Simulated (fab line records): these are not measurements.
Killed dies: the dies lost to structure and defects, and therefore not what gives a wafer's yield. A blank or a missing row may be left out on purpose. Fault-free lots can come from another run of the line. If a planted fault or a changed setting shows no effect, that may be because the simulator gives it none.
Which of the tools did it? | flow nand_harc | 24 lots with 72 wafers sampled at 4 steps, on a route of 1159 steps

## WHAT THE GAUGES READ, wafer by wafer
NHARC_P_GATE_INSPECT_28.
lot  | measured     | on                | raw_defect_count
L074 | day 4 12:27  | defect_inspect-02 | 6 11 10
L075 | day 4 21:40  | defect_inspect-01 | 9 6 1
L076 | day 5 05:35  | defect_inspect-02 | 8 5 7
L077 | day 5 06:19  | defect_inspect-02 | 3 3 8
L078 | day 5 19:25  | defect_inspect-01 | 3 8 9
L079 | day 5 18:46  | defect_inspect-02 | 4 8 13
L080 | day 6 05:25  | defect_inspect-02 | 13 11 6
L081 | day 6 06:13  | defect_inspect-01 | 12 8 6
L082 | day 6 17:03  | defect_inspect-02 | 7 8 9
L083 | day 6 17:41  | defect_inspect-02 | 10 3 6
L084 | day 7 06:05  | defect_inspect-01 | 8 0 4
L085 | day 7 05:56  | defect_inspect-02 | 13 7 10
L086 | day 7 22:50  | defect_inspect-02 | 6 5 5
L087 | day 7 23:22  | defect_inspect-02 | 2 4 2
L088 | day 8 05:02  | defect_inspect-02 | 6 11 6
L089 | day 8 09:43  | defect_inspect-02 | 6 5 7
L090 | day 8 10:27  | defect_inspect-01 | 7 9 4
L091 | day 8 22:38  | defect_inspect-02 | 8 10 7
L092 | day 8 23:25  | defect_inspect-02 | 7 6 8
L093 | day 9 10:13  | defect_inspect-02 | 1 2 2
L094 | day 9 11:07  | defect_inspect-01 | 4 6 4
L095 | day 9 22:56  | defect_inspect-02 | 3 4 7
L096 | day 10 07:08 | defect_inspect-02 | 12 6 8
L097 | day 10 06:38 | defect_inspect-01 | 6 2 11

NHARC_P_GATE_CD_MEAS_33.
lot  | measured     | on        | cd_nm (nm)
L074 | day 4 13:19  | cd_sem-01 | 124.5 119.2 120.8
L075 | day 4 22:37  | cd_sem-01 | 120.2 116.5 116.6
L076 | day 5 06:31  | cd_sem-01 | 123.5 118.8 120.9
L077 | day 5 07:10  | cd_sem-03 | 118.6 123.5 121.2
L078 | day 5 20:17  | cd_sem-03 | 127.1 123.9 119.7
L079 | day 5 19:38  | cd_sem-01 | 118.1 120.8 122.1
L080 | day 6 06:34  | cd_sem-02 | 122.0 124.1 120.7
L081 | day 6 07:17  | cd_sem-01 | 118.1 122.8 120.2
L082 | day 6 18:03  | cd_sem-02 | 119.5 120.1 124.7
L083 | day 6 18:51  | cd_sem-02 | 119.4 119.5 118.1
L084 | day 7 07:32  | cd_sem-01 | 119.2 119.7 118.3
L085 | day 7 07:23  | cd_sem-01 | 122.5 122.3 126.8
L086 | day 7 23:48  | cd_sem-02 | 120.0 118.7 119.2
L087 | day 8 00:32  | cd_sem-03 | 124.3 124.3 125.2
L088 | day 8 06:05  | cd_sem-02 | 122.2 118.7 119.2
L089 | day 8 10:35  | cd_sem-03 | 118.4 123.9 116.2
L090 | day 8 11:19  | cd_sem-03 | 119.5 119.6 118.7
L091 | day 8 23:31  | cd_sem-02 | 117.3 121.0 116.2
L092 | day 9 00:17  | cd_sem-02 | 123.0 119.0 119.7
L093 | day 9 11:04  | cd_sem-01 | 115.8 123.0 115.5
L094 | day 9 12:17  | cd_sem-03 | 120.5 118.6 123.7
L095 | day 9 23:49  | cd_sem-01 | 117.0 122.1 121.3
L096 | day 10 08:00 | cd_sem-02 | 121.3 119.9 126.4
L097 | day 10 08:02 | cd_sem-01 | 124.9 120.2 121.2

## TOOL THAT RAN EACH LOT (tool first, then ch and the chambers of the sampled wafers, then the start)
lot  | NHARC_P_ZERO_WELL_RTA_42        | NHARC_P_GATE_ETCH_104
L074 | rtp_anneal-01 ch 0, day 1 19:09 | rie_diel-04 ch 1,2, day 4 12:36
L075 | rtp_anneal-01 ch 0, day 2 01:02 | rie_diel-02 ch 0,1,2, day 4 21:52
L076 | rtp_anneal-01 ch 0, day 2 07:03 | rie_diel-04 ch 1,2,3, day 5 05:44
L077 | rtp_anneal-02 ch 0, day 2 13:02 | rie_diel-12 ch 1,3, day 5 06:28
L078 | rtp_anneal-01 ch 0, day 2 19:03 | rie_diel-02 ch 2,3, day 5 19:34
L079 | rtp_anneal-02 ch 0, day 3 00:49 | rie_diel-12 ch 0,1,3, day 5 18:55
L080 | rtp_anneal-01 ch 0, day 3 07:08 | rie_diel-02 ch 0,1,3, day 6 05:42
L081 | rtp_anneal-02 ch 0, day 3 13:07 | rie_diel-04 ch 0,2,3, day 6 06:28
L082 | rtp_anneal-01 ch 0, day 3 18:53 | rie_diel-04 ch 0,1,2, day 6 17:16
L083 | rtp_anneal-02 ch 0, day 4 01:00 | rie_diel-12 ch 1,3, day 6 17:50
L084 | rtp_anneal-01 ch 0, day 4 07:04 | rie_diel-02 ch 0,2, day 7 06:14
L085 | rtp_anneal-01 ch 0, day 4 13:00 | rie_diel-04 ch 0,2,3, day 7 06:07
L086 | rtp_anneal-01 ch 0, day 4 19:02 | rie_diel-02 ch 0,1,3, day 7 23:02
L087 | rtp_anneal-01 ch 0, day 5 01:08 | rie_diel-04 ch 0,1,2, day 7 23:32
L088 | rtp_anneal-01 ch 0, day 5 07:01 | rie_diel-02 ch 1,3, day 8 05:11
L089 | rtp_anneal-02 ch 0, day 5 12:56 | rie_diel-04 ch 1,2,3, day 8 09:52
L090 | rtp_anneal-02 ch 0, day 5 18:35 | rie_diel-12 ch 0,2,3, day 8 10:36
L091 | rtp_anneal-02 ch 0, day 6 00:53 | rie_diel-02 ch 1,2,3, day 8 22:47
L092 | rtp_anneal-02 ch 0, day 6 07:13 | rie_diel-12 ch 0,1,2, day 8 23:34
L093 | rtp_anneal-01 ch 0, day 6 13:11 | rie_diel-04 ch 2,3, day 9 10:22
L094 | rtp_anneal-02 ch 0, day 6 19:05 | rie_diel-02 ch 0,1,2, day 9 11:15
L095 | rtp_anneal-02 ch 0, day 7 00:49 | rie_diel-12 ch 0,1,2, day 9 23:05
L096 | rtp_anneal-02 ch 0, day 7 07:23 | rie_diel-12 ch 0,1,3, day 10 07:17
L097 | rtp_anneal-02 ch 0, day 7 12:46 | rie_diel-04 ch 0,1, day 10 06:58
- NHARC_P_ZERO_WELL_RTA_42: time 300 s.
- NHARC_P_GATE_ETCH_104: etches the open film in CF4/CHF3, target depth 60 nm.

## AS READ BY THE TOOLS THEMSELVES (means over the sampled wafers that have a number; for cases with no such wafer, the mark the record gives instead)
NHARC_P_ZERO_WELL_RTA_42.
lot  | tool          | lamp_power_pct (%) | wafer_temp_C_max
L074 | rtp_anneal-01 | 37.3               | 1107.9
L075 | rtp_anneal-01 | 37.5               | 1108.2
L076 | rtp_anneal-01 | 37.4               | 1106.5
L077 | rtp_anneal-02 | 34.0               | 1106.8
L078 | rtp_anneal-01 | 37.4               | 1109.7
L079 | rtp_anneal-02 | 34.1               | 1105.2
L080 | rtp_anneal-01 | 37.4               | 1109.7
L081 | rtp_anneal-02 | 34.1               | 1105.7
L082 | rtp_anneal-01 | 37.4               | 1106.8
L083 | rtp_anneal-02 | 34.0               | 1105.2
L084 | rtp_anneal-01 | 37.4               | 1107.7
L085 | rtp_anneal-01 | 37.4               | 1108.0
L086 | rtp_anneal-01 | 37.3               | 1108.1
L087 | rtp_anneal-01 | 37.4               | 1109.1
L088 | rtp_anneal-01 | 37.4               | 1106.6
L089 | rtp_anneal-02 | 34.0               | 1107.7
L090 | rtp_anneal-02 | 34.1               | 1106.4
L091 | rtp_anneal-02 | 34.0               | 1107.1
L092 | rtp_anneal-02 | 34.0               | 1107.5
L093 | rtp_anneal-01 | 37.4               | 1107.4
L094 | rtp_anneal-02 | 33.9               | 1106.5
L095 | rtp_anneal-02 | 34.1               | 1106.1
L096 | rtp_anneal-02 | 34.0               | 1106.4
L097 | rtp_anneal-02 | 34.0               | 1105.9

NHARC_P_GATE_ETCH_104.
lot  | tool        | cf4_flow_sccm (sccm) | drypump_motor_current_A (A) | oes_product_au (a.u.) | rf_vpp_V (V) | showerhead_plenum_p_Torr (Torr) | throttle_valve_pct (%)
L074 | rie_diel-04 | 99.84                | 5.5                         | 0.952                 | 370.6        | 1.58                            | 16.794
L075 | rie_diel-02 | 99.74                | 5.6                         | 0.951                 | 370.2        | 1.56                            | 16.810
L076 | rie_diel-04 | 100.11               | 5.4                         | 0.949                 | 370.9        | 1.56                            | 16.797
L077 | rie_diel-12 | 100.06               | 5.2                         | 0.971                 | 371.7        | 1.61                            | 16.807
L078 | rie_diel-02 | 99.91                | 5.3                         | 0.960                 | 368.1        | 1.52                            | 16.797
L079 | rie_diel-12 | 100.08               | 5.5                         | 0.927                 | 370.1        | 1.59                            | 16.801
L080 | rie_diel-02 | 100.05               | 5.6                         | 0.952                 | 371.0        | 1.59                            | 16.808
L081 | rie_diel-04 | 99.94                | 5.6                         | 0.955                 | 370.5        | 1.56                            | 16.800
L082 | rie_diel-04 | 99.79                | 5.5                         | 0.956                 | 370.7        | 1.58                            | 16.797
L083 | rie_diel-12 | 99.81                | 5.7                         | 0.974                 | 370.3        | 1.57                            | 16.799
L084 | rie_diel-02 | 100.17               | 5.7                         | 0.923                 | 369.6        | 1.53                            | 16.808
L085 | rie_diel-04 | 99.90                | 5.5                         | 0.941                 | 370.4        | 1.56                            | 16.800
L086 | rie_diel-02 | 100.11               | 5.6                         | 0.957                 | 371.0        | 1.59                            | 16.802
L087 | rie_diel-04 | 99.96                | 5.4                         | 0.925                 | 370.6        | 1.58                            | 16.803
L088 | rie_diel-02 | 99.90                | 5.4                         | 0.954                 | 371.9        | 1.60                            | 16.804
L089 | rie_diel-04 | 99.82                | 5.3                         | 0.960                 | 369.9        | 1.56                            | 16.800
L090 | rie_diel-12 | 100.09               | 5.6                         | 0.968                 | 369.9        | 1.54                            | 16.801
L091 | rie_diel-02 | 99.84                | 5.4                         | 0.972                 | 369.9        | 1.55                            | 16.804
L092 | rie_diel-12 | 100.15               | 5.1                         | 0.970                 | 371.3        | 1.59                            | 16.811
L093 | rie_diel-04 | 99.94                | 5.6                         | 0.934                 | 370.1        | 1.54                            | 16.806
L094 | rie_diel-02 | 99.99                | 5.6                         | 0.958                 | 369.6        | 1.55                            | 16.810
L095 | rie_diel-12 | 99.64                | 5.1                         | 0.976                 | 371.3        | 1.59                            | 16.804
L096 | rie_diel-12 | 99.98                | 5.5                         | 0.966                 | 371.9        | 1.58                            | 16.806
L097 | rie_diel-04 | 99.85                | 5.4                         | 0.922                 | 369.9        | 1.58                            | 16.801

## THE ANSWER, worked out from the rows above alone
Rule: the lots themselves supply what counts as usual. The widest of any qualifying gaps counts: lots, ordered by their means at a reading, are off when they make up no more than a third of the lots, leave a main group of 4 or more, and stand apart from it by 3 or more times the standard deviation of that group's means. If all means in a main group match to the digits the tables above print for the reading, that group is not used. A lot without any number at a reading at which 4 lots or more have one is off too. All remaining lots with rows at the step are treated as sound. Order of review: gauges by route order, followed by the tools' own readings, for which a lot's mean as printed above is used. The first step at which some lot is off is used, and at that step the reading that is off furthest; a lot without a number counts as furthest.
None of the lots is off at any reading shown; this tells nothing.

## WHAT THE SIMULATOR HAD PUT IN
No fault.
